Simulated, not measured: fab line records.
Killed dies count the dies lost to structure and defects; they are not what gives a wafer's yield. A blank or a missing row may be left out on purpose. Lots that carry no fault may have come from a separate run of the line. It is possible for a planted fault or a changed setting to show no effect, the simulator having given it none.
Which tool is to blame?    flow n5_finfet    33 wafers from 11 lots sampled at 2 of the route's 1938 steps

== WHAT THE GAUGES READ, wafer by wafer ==
N5_BEOL_M13_CD_MEAS_10 targets a cd of 190 nm.
lot   measured      on         cd_nm (nm)
L758  day 11 02:20  cd_sem-03  189.2 188.5 188.9
L759  day 11 13:41  cd_sem-03  188.2 187.4 188.1
L763  day 12 03:58  cd_sem-01  190.5 189.8 189.1
L764  day 13 02:44  cd_sem-02  189.2 188.8 190.0
L769  day 13 17:50  cd_sem-02  189.2 188.7 190.0
L770  day 14 09:33  cd_sem-02  191.6 192.5 191.7
L771  day 14 12:35  cd_sem-02  189.9 190.3 190.8
L772  day 14 15:58  cd_sem-01  190.9 188.6 189.6
L773  day 15 05:45  cd_sem-01  189.1 189.5 189.5
L778  day 15 17:08  cd_sem-02  192.3 190.8 191.0
L779  day 16 07:01  cd_sem-03  189.9 190.2 189.5

== EACH LOT AND THE TOOL THAT RAN IT (in order: tool; ch and the chambers of the sampled wafers; start) ==
lot   N5_BEOL_M12_DEP_53
L758  pecvd-03 ch 0,1, day 11 01:44
L759  pecvd-01 ch 0,1, day 11 13:07
L763  pecvd-03 ch 0,1,2, day 12 03:16
L764  pecvd-03 ch 1,2, day 13 02:09
L769  pecvd-03 ch 0,1,2, day 13 17:08
L770  pecvd-04 ch 0,1,2, day 14 08:50
L771  pecvd-01 ch 1,2, day 14 11:53
L772  pecvd-01 ch 0, day 14 15:14
L773  pecvd-03 ch 0,1,2, day 15 05:10
L778  pecvd-03 ch 0,2, day 15 16:34
L779  pecvd-04 ch 0,1,2, day 16 06:26
- N5_BEOL_M12_DEP_53: deposits SiCN from 3MS/NH3, target thk 30 nm, time 10.5 s.

== AS READ BY THE TOOLS THEMSELVES (means over the sampled wafers that have a number; for cases with no such wafer, the mark the record gives instead) ==
N5_BEOL_M12_DEP_53.
lot   tool      showerhead_plenum_p_Torr (Torr)  throttle_valve_pct (%)
L758  pecvd-03  4.196                            18.4
L759  pecvd-01  4.159                            18.7
L763  pecvd-03  4.163                            18.2
L764  pecvd-03  4.143                            17.8
L769  pecvd-03  4.166                            18.1
L770  pecvd-04  4.164                            17.9
L771  pecvd-01  4.145                            18.1
L772  pecvd-01  4.181                            17.8
L773  pecvd-03  4.163                            18.2
L778  pecvd-03  4.151                            18.0
L779  pecvd-04  4.164                            17.9

== THE ANSWER, worked out from the rows above alone ==
Rule: the usual values come from the lots themselves. Put in order of their means at a reading, lots are off if they are a third of the lots or fewer, leave a main group of 4 or more, and stand apart from it by a gap of 3 or more times the standard deviation of the main group's means; of several such gaps the widest counts. The tables above print the reading to a certain number of digits; a main group whose means all agree to those digits is not used. Also off: a lot with no number at a reading for which 4 or more lots have one. The other lots that the step has rows for count as sound. After the gauges, taken in route order, come the tools' own readings; for these a lot's mean is taken, as printed above. At the first step where some lot is off, the reading lying furthest off is the one used; lots without a number count as furthest.
No lot is off on any of the readings shown, so nothing can be concluded from this.

== WHAT THE SIMULATOR PUT IN ==
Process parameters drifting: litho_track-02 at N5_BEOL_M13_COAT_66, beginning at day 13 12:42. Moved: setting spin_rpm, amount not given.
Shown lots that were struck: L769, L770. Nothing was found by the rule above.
